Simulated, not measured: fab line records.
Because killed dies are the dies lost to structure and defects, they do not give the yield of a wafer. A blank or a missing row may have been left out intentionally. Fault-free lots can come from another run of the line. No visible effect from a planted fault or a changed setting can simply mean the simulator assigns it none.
Problem report, 8D (eight disciplines) form, completed by code	flow n5Finfet	the parts of the form that need people (team, actions taken, sign-off) are left out

## 1. WHAT IS WRONG
Mean RS_NWELL at N5_BEOL_M4_RC_MEAS_101: 1212 ohm/sq over 9 wafers in 3 lots; fault-free wafers: 1038 ohm/sq, standard deviation 7. Relative to the usual mean, that is a shift of +25 standard deviations.
First observed at day 11 14:56: wafer L704.4, on prober-01. Wafers with a number at this step in the record: 27, from 9 lots. Rule for "out" (also "out of limits"): further than 4 standard deviations from the usual mean. All remaining wafers that have a number are taken as sound.

## 2. WHAT THIS IS AND IS NOT
question	is	is not
which readings at this step	RS_NWELL	DIBL_P, IOFF_N, ION_N, ION_P, SS_P, VT_N, VT_P
which lots	L704, L705, L709	L693, L694, L696, L701, L702, L715
which wafers of those lots	all that have a number	-
read on which gauges	prober-01	prober-02
when	from day 11 14:56	up to then (15 sound wafers); but 3 sound wafers of L715 came after

## 3. SUSPECTS, AND WHAT RULES EACH OUT
Counting: a tool at any process step up to the reading remains a suspect when it ran all the lots that are out and ran no sound lot after the first of those.
- ruled out: the gauge at N5_BEOL_M4_RC_MEAS_101. All the wafers that are out were read on prober-01, but those of them that N5_WELL_APT_IMPLANT_14 has rows for are out there too, on other tools.
- implanter-01 at N5_WELL_APT_IMPLANT_14: kept. All lots that are out passed through it, beginning with L704 at day 4 08:11, and no sound lot followed; its final sound lot before that point was L702 at day 3 19:57. Its own readings are out on those wafers: doseIonsCm2, faradayCurrentUA.
Left after counting: implanter-01 at N5_WELL_APT_IMPLANT_14.

## 4. THE CAUSE (what the simulator had put in)
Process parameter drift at N5_WELL_APT_IMPLANT_14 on implanter-01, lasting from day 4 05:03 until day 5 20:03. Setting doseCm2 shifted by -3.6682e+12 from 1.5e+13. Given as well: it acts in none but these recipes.
Counting left only this tool.

## 5. THE EFFECT CHAIN, in route order
Each row: a reading whose mean over the struck wafers that have a number lies more than 3 standard deviations from the usual. Only readings for which the record gives a usual standard deviation are gone through. hours: the time from each lot's start at the first step in this table that gives one to its start at this step, as a median over the lots. sigmas: the change in usual standard deviations.
hours	step	reading	usual	on struck wafers	change	sigmas
0	N5_WELL_APT_IMPLANT_14	doseIonsCm2	1.5e+13	1.1e+13	-3.7e+12	-99 or more
0	N5_WELL_APT_IMPLANT_14	faradayCurrentUA	190	144	-46	-12
175	N5_BEOL_M4_RC_MEAS_101	RS_NWELL	1038 ohm/sq	1212	+174	+25
It contains these process steps:
- N5_WELL_APT_IMPLANT_14

## 6. WHAT WOULD HAVE CAUGHT IT SOONER
The first out-of-limits reading at a measuring or inspecting step in this record came at day 11 14:56, 178 hours after the fault's start at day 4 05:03.
At N5_WELL_APT_IMPLANT_14, the tool's own readings (doseIonsCm2, faradayCurrentUA) were out on each struck wafer the step has a row for, so an alarm limit on them would have fired on the first such wafer.
All the lots that are out (3) had begun N5_WELL_APT_IMPLANT_14 on implanter-01 by day 11 14:56. Holding the tool at that point would not have protected any of them.
